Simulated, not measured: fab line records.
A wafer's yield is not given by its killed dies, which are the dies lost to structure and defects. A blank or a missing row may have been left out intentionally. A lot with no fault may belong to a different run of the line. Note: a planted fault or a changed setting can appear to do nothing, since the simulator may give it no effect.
Which tool was responsible? | flow nand_harc | 6 lots, 18 wafers sampled, at 3 steps of a route of 1302

WHAT THE GAUGES SHOWED, per wafer
NHARC_P_M0_CD_MEAS_09 targets a cd of 90 nm.
lot  | measured     | on        | cd_nm (nm)
L834 | day 6 13:10  | cd_sem-03 | 90.5 89.6 89.9
L845 | day 11 03:17 | cd_sem-03 | 89.5 89.7 89.3
L847 | day 12 05:29 | cd_sem-03 | 89.0 88.4 89.2
L850 | day 13 01:20 | cd_sem-01 | 89.5 89.7 89.2
L852 | day 14 05:11 | cd_sem-01 | 89.1 89.5 90.2
L855 | day 15 05:43 | cd_sem-01 | 89.9 90.4 89.5

WHAT TOOL EACH LOT RAN ON (gives the tool, then ch and the chambers of the sampled wafers, and finally the start)
lot  | NHARC_P_GATE_STRIP_113               | NHARC_P_M0_PEB_07
L834 | plasma_asher-01 ch 0,1, day 6 04:36  | litho_track-01 ch 0, day 6 13:05
L845 | plasma_asher-02 ch 0,1, day 10 18:44 | litho_track-06 ch 0, day 11 03:13
L847 | plasma_asher-01 ch 0,1, day 11 21:35 | litho_track-04 ch 0, day 12 05:24
L850 | plasma_asher-01 ch 0,1, day 12 17:06 | litho_track-04 ch 0, day 13 01:15
L852 | plasma_asher-02 ch 0,1, day 13 20:59 | litho_track-06 ch 0, day 14 05:06
L855 | plasma_asher-01 ch 0,1, day 14 21:31 | litho_track-01 ch 0, day 15 05:38
- NHARC_P_GATE_STRIP_113: strips in N2/H2, time 740 s.
- NHARC_P_M0_PEB_07: peb time 65 s.

THE ANSWER, worked out from the rows above alone
Rule: what is usual is taken from the lots themselves. Put in order of their means at a reading, lots are off if they are a third of the lots or fewer, leave a main group of 4 or more, and stand apart from it by a gap of 3 or more times the standard deviation of the main group's means; of several such gaps the widest counts. A main group whose means are all the same, to the digits that the tables above print for the reading, isn't used. A lot without any number at a reading at which 4 lots or more have one is off too. All remaining lots with rows at the step are treated as sound.
Across all readings shown, no lot is off: no conclusion can be drawn from this.

WHAT THE SIMULATOR HAD INSERTED
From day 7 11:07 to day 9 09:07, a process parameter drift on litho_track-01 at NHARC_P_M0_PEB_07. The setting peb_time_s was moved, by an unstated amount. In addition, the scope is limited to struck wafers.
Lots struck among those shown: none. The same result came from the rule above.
